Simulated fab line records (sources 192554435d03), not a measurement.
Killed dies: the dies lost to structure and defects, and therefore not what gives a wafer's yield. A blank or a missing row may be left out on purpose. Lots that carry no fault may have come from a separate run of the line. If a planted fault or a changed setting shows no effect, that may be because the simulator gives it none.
The tool behind it: which one?    flow n5-finfet    Sampling: 10 lots, 28 wafers, 6 of 1938 route steps

## WHAT THE GAUGES READ, wafer by wafer
N5_MOL_CONTACT_COAG_OVL_MEAS_85.
lot   measured      on          VG_OVL (nm)
L659  day 5 10:57   overlay-02  0.1 1.0 0.5
L660  day 6 02:29   overlay-01  -0.2 0.3 0.1
L661  day 6 06:40   overlay-02  1.0 -0.4 -0.1
L663  day 6 09:49   overlay-01  3.7 3.9 4.2
L664  day 6 13:26   overlay-01  0.5 0.3 0.7
L665  day 6 16:46   overlay-01  -0.1 -0.8 -0.4
L668  day 7 19:41   overlay-01  6.0 5.1 5.2
L674  day 9 00:36   overlay-01  -0.2 0.0 -0.4
L677  day 10 00:23  overlay-02  0.9 1.3
L679  day 10 10:02  overlay-02  0.4 0.8

N5_MOL_CONTACT_COAG_INSPECT_57: inspects for defects (brightfield).
lot   measured      on                 raw-defect-count
L659  day 5 11:00   defect-inspect-01  173 202 106
L660  day 6 02:31   defect-inspect-02  261 168 193
L661  day 6 06:43   defect-inspect-02  342 241 260
L663  day 6 09:52   defect-inspect-02  237 188 207
L664  day 6 13:29   defect-inspect-01  168 149 157
L665  day 6 16:49   defect-inspect-02  221 202 180
L668  day 7 19:44   defect-inspect-01  123 184 211
L674  day 9 00:39   defect-inspect-02  208 168 133
L677  day 10 00:26  defect-inspect-02  204 177
L679  day 10 10:05  defect-inspect-01  197 161

N5_BEOL_M4_RC_MEAS_101.
lot   measured      on         DIBL_N (mV/V)   DIBL_P (mV/V)   IOFF_N (nA/um)  IOFF_P (nA/um)  ION_N (uA/um)  ION_P (uA/um)  SS_N (mV/dec)   SS_P (mV/dec)   VT_N (mV)    VT_P (mV)
L659  day 9 04:32   prober-02  35.9 36.7 35.2  36.2 36.3 36.0  0.15 0.15 0.14  0.21 0.20 0.21  666 656 664    459 453 461    70.7 71.3 71.9  73.0 73.7 73.2  249 250 253  -249 -252 -248
L660  day 9 11:28   prober-01  34.2 37.0 35.7  34.5 38.1 37.1  0.11 0.16 0.13  0.18 0.22 0.21  655 655 668    451 448 463    71.1 72.2 71.2  72.1 73.3 72.9  258 250 252  -254 -252 -251
L661  day 9 15:00   prober-01  37.2 35.6 36.1  35.2 36.2 35.9  0.16 0.14 0.15  0.19 0.22 0.22  653 658 670    439 462 457    72.2 71.2 71.4  72.8 72.7 73.2  253 254 253  -253 -250 -251
L663  day 9 15:44   prober-02  36.2 35.3 36.0  37.7 36.1 37.1  0.19 0.17 0.16  0.27 0.24 0.24  680 671 668    476 462 467    71.6 70.7 71.7  73.3 73.0 74.0  245 249 251  -245 -247 -249
L664  day 9 21:05   prober-01  37.5 34.3 36.0  38.7 35.8 36.9  0.20 0.14 0.16  0.24 0.20 0.20  692 654 671    466 450 457    72.0 71.6 72.1  74.6 73.7 73.9  246 253 251  -251 -252 -249
L665  day 10 03:28  prober-01  37.2 33.1 36.8  36.5 31.3 36.6  0.16 0.11 0.16  0.25 0.18 0.24  671 648 660    462 447 462    71.9 71.2 71.2  73.6 73.2 73.8  252 255 250  -246 -248 -247
L668  day 11 12:47  prober-02  36.4 36.7 37.2  37.6 38.7 40.4  0.18 0.16 0.22  0.21 0.23 0.25  671 677 709    452 466 475    71.5 71.2 71.3  73.4 74.4 73.4  247 246 243  -252 -249 -247
L674  day 12 22:58  prober-02  38.1 38.3 37.2  37.6 38.7 37.2  0.21 0.21 0.20  0.26 0.26 0.24  680 685 688    465 468 465    71.9 72.3 71.7  73.6 74.0 73.9  245 244 246  -246 -249 -249
L677  day 13 09:28  prober-02  34.6 36.5       34.3 37.3       0.13 0.18       0.16 0.20       652 669        445 453        71.5 71.7       72.7 73.7       253 245      -253 -250
L679  day 14 06:13  prober-02  38.1 36.0       37.4 34.1       0.16 0.12       0.24 0.16       648 654        447 448        71.6 71.5       74.0 72.8       252 256      -250 -254

## WHICH TOOL RAN EACH LOT (tool, then ch and the chambers of the sampled wafers, then the start)
lot   N5_MOL_CONTACT_COAG_PRE_CLEAN_142  N5_MOL_CONTACT_COAG_EXPOSE_81      N5_MOL_CONTACT_COAG_ETCHBACK_135
L659  pvd-sputter-02, day 5 07:06        euv-scanner-01 ch 0, day 5 10:47   rie-diel-05 ch 0,2,3, day 5 12:11
L660  pvd-sputter-01, day 5 22:10        euv-scanner-01 ch 0, day 6 02:19   rie-diel-05 ch 0,2,3, day 6 03:01
L661  pvd-sputter-01, day 6 02:36        euv-scanner-01 ch 0, day 6 06:29   rie-diel-05 ch 1,2,3, day 6 07:31
L663  pvd-sputter-02, day 6 05:32        euv-scanner-01 ch 0, day 6 09:38   rie-diel-06 ch 0,1,2, day 6 10:20
L664  pvd-sputter-03, day 6 08:59        euv-scanner-02 ch 0, day 6 13:16   rie-diel-06 ch 0,2,3, day 6 13:58
L665  pvd-sputter-01, day 6 12:51        euv-scanner-02 ch 0, day 6 16:36   rie-diel-05 ch 0,1,3, day 6 17:17
L668  pvd-sputter-02, day 7 15:35        euv-scanner-01 ch 0, day 7 19:31   rie-diel-05 ch 1,3, day 7 20:21
L674  pvd-sputter-03, day 8 19:56        euv-scanner-02 ch 0, day 9 00:25   rie-diel-02 ch 0,1, day 9 01:11
L677  pvd-sputter-03, day 9 20:02        euv-scanner-02 ch 0, day 10 00:14  rie-diel-02 ch 1,2, day 10 00:55
L679  pvd-sputter-01, day 10 06:10       euv-scanner-02 ch 0, day 10 09:51  rie-diel-06 ch 2,3, day 10 10:42
- N5_MOL_CONTACT_COAG_PRE_CLEAN_142: time 60 s.
- N5_MOL_CONTACT_COAG_EXPOSE_81: exposes mask VG, defocus 0 nm.
- N5_MOL_CONTACT_COAG_ETCHBACK_135: etches SiO2 in CHF3, target depth 25 nm, time 16.7 s.

## WHAT THE TOOLS THEMSELVES READ (means of the sampled wafers that have a number; where no wafer has one, the mark that the record gives instead)
N5_MOL_CONTACT_COAG_PRE_CLEAN_142.
lot   tool            heater-power-w (W)  susceptor-temp-C (C)
L659  pvd-sputter-02  429                 300.09
L660  pvd-sputter-01  511                 299.96
L661  pvd-sputter-01  516                 299.92
L663  pvd-sputter-02  424                 299.86
L664  pvd-sputter-03  465                 299.89
L665  pvd-sputter-01  533                 300.13
L668  pvd-sputter-02  443                 300.00
L674  pvd-sputter-03  451                 300.09
L677  pvd-sputter-03  461                 299.93
L679  pvd-sputter-01  510                 300.26

N5_MOL_CONTACT_COAG_ETCHBACK_135.
lot   tool         drypump-motor-current-A (A)  oes-product-au (a.u.)  rf-vpp-V (V)  showerhead-plenum-p-Torr (Torr)  throttle-valve-pct (%)
L659  rie-diel-05  5.9                          0.80                   509           2.37                             18.61
L660  rie-diel-05  5.9                          0.79                   510           2.36                             18.62
L661  rie-diel-05  5.5                          0.76                   513           2.40                             18.62
L663  rie-diel-06  5.7                          0.76                   520           2.44                             18.66
L664  rie-diel-06  5.2                          0.78                   522           2.41                             18.65
L665  rie-diel-05  5.6                          0.74                   516           2.38                             18.66
L668  rie-diel-05  5.4                          0.69                   524           2.42                             18.70
L674  rie-diel-02  5.9                          0.73                   527           2.40                             19.02
L677  rie-diel-02  5.4                          0.72                   520           2.42                             18.92
L679  rie-diel-06  5.1                          0.90                   532           2.37                             18.39

## THE ANSWER, worked out from the rows above alone
Rule: the lots themselves supply what counts as usual. The widest of any qualifying gaps counts: lots, ordered by their means at a reading, are off when they make up no more than a third of the lots, leave a main group of 4 or more, and stand apart from it by 3 or more times the standard deviation of that group's means. A main group is skipped when, at the precision printed for the reading in the tables above, its means are all equal. A lot without any number at a reading at which 4 lots or more have one is off too. The other lots that the step has rows for count as sound. First the gauges in route order, then the tools' own readings, where a lot's mean is used as printed above. At the first step where some lot is off, the reading lying furthest off is the one used; lots without a number count as furthest.
Off: L663, L668, at N5_MOL_CONTACT_COAG_OVL_MEAS_85 (VG_OVL). Main group: mean 0.3 nm, sd 0.46.
A tool fits if, at a process step before that reading, it ran every lot that is off, and no sound lot after the first of them. Those tools and the gauges at N5_MOL_CONTACT_COAG_OVL_MEAS_85 are tried in the same way. This does not decide it: 2 tools fit, namely pvd-sputter-02 at N5_MOL_CONTACT_COAG_PRE_CLEAN_142 and euv-scanner-01 at N5_MOL_CONTACT_COAG_EXPOSE_81.

## WHAT THE SIMULATOR HAD PUT IN
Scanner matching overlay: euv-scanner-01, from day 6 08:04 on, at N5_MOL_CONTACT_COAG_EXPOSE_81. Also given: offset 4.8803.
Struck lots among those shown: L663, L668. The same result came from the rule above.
